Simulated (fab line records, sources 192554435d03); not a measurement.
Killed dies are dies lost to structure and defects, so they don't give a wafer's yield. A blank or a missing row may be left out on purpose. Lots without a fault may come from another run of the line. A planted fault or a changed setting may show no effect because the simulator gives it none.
Problem report in the 8D (eight disciplines) form, filled by code | flow n5_finfet | the parts of the form that need people (team, actions taken, sign-off) are left out

1. THE PROBLEM
trench_depth_nm at N5_BEOL_M1_OCD_MEAS_38 reads a mean of 49.9 nm on 4 wafers of 3 lots; wafers without a fault read 54.9 nm with a standard deviation of 0.93. That is -5.4 standard deviations from the usual mean.
First seen on wafer L572.3, day 10 05:59, on ocd-02. The record holds 26 wafers of 10 lots with a number at this step. Rule for "out", or "out of limits": more than 4 standard deviations from the usual mean. The other wafers with a number count as sound.

2. WHAT IT IS AND WHAT IT IS NOT
question                    | is                             | is not
which readings at this step | trench_depth_nm                | -
which lots                  | L572, L576, L577               | L556, L557, L563, L564, L567, L570, L578
which wafers of those lots  | L572.3, L572.4, L576.4, L577.3 | L576.1, L576.2, L577.2
read on which gauges        | ocd-02                         | ocd-01
when                        | from day 10 05:59              | up to then (13 sound wafers); but 9 sound wafers of L570, L576, L577, L578 came after

3. SUSPECTS, AND WHAT RULES EACH OUT
Counting: a tool at a process step up to the reading stays a suspect if it ran every lot that is out. Sound lots after the first of them don't rule it out here, since some wafers of a struck lot are sound.
- the gauge at N5_BEOL_M1_OCD_MEAS_38: kept. All the wafers that are out were read on ocd-02, and no step on other tools shows them out.
- rie_diel-01 at N5_BEOL_M1_TRENCH_ETCH_37 (etches SiOC in C4F6/O2, target depth 55.207 nm, time 29 s): kept. It ran every lot that is out, first L572 (day 10 05:49); its last sound lot up to then is L567 (day 9 04:02).
- rie_diel-01 at N5_BEOL_M1_ETCH_41 (etches SiCN in CH3F/O2, target depth 31.9 nm, time 57.8 s): kept. It ran every lot that is out, first L572 (day 10 05:59); its last sound lot up to then is L567 (day 9 04:12). N5_BEOL_M1_ETCH_41 gives no start for some lots, so the hours and the order of its lots are those of N5_BEOL_M1_OCD_MEAS_38.
Left after counting: rie_diel-01 at N5_BEOL_M1_TRENCH_ETCH_37, rie_diel-01 at N5_BEOL_M1_ETCH_41, ocd-02 at N5_BEOL_M1_OCD_MEAS_38.

4. THE CAUSE (what the simulator had put in)
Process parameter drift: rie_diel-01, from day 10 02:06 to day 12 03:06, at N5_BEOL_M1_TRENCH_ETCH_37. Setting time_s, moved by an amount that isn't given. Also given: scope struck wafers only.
Counting left 3 suspects, and this tool is among them.

5. THE CHAIN OF EFFECTS, in route order
Each row: a reading whose mean over the struck wafers that have a number lies more than 3 standard deviations from the usual. Only readings for which the record gives a usual standard deviation are gone through. hours: the time from each lot's start at the first step in this table that gives one to its start at this step, as a median over the lots. sigmas: the change in usual standard deviations.
hours | step                      | reading         | usual   | on struck wafers | change | sigmas
0     | N5_BEOL_M1_TRENCH_ETCH_37 | run_length_s    | 52.4 s  | 50.1             | -2.2   | -4.2
0     | N5_BEOL_M1_OCD_MEAS_38    | trench_depth_nm | 54.9 nm | 49.9             | -5.0   | -5.4
The process steps in it:
- N5_BEOL_M1_TRENCH_ETCH_37: etches SiOC in C4F6/O2, target depth 55.207 nm, time 29 s.
Later measuring or inspecting steps at which every struck wafer that the step has a row for has a number for every such reading, and none has moved that far: N5_BEOL_M1_CD_MEAS_35, N5_BEOL_M4_RC_MEAS_101.

6. WHAT WOULD HAVE CAUGHT IT SOONER
In this record the first reading out of limits at a measuring or inspecting step was taken at day 10 05:59, 4 hours after the fault began at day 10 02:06.
The tool's own readings at N5_BEOL_M1_TRENCH_ETCH_37 were out on some of the struck wafers (run_length_s): an alarm limit on them would have fired on those.
Of the lots that are out (3), L576, L577 began N5_BEOL_M1_TRENCH_ETCH_37 on rie_diel-01 after day 10 05:59. A hold on the tool at that time would have spared those 2.
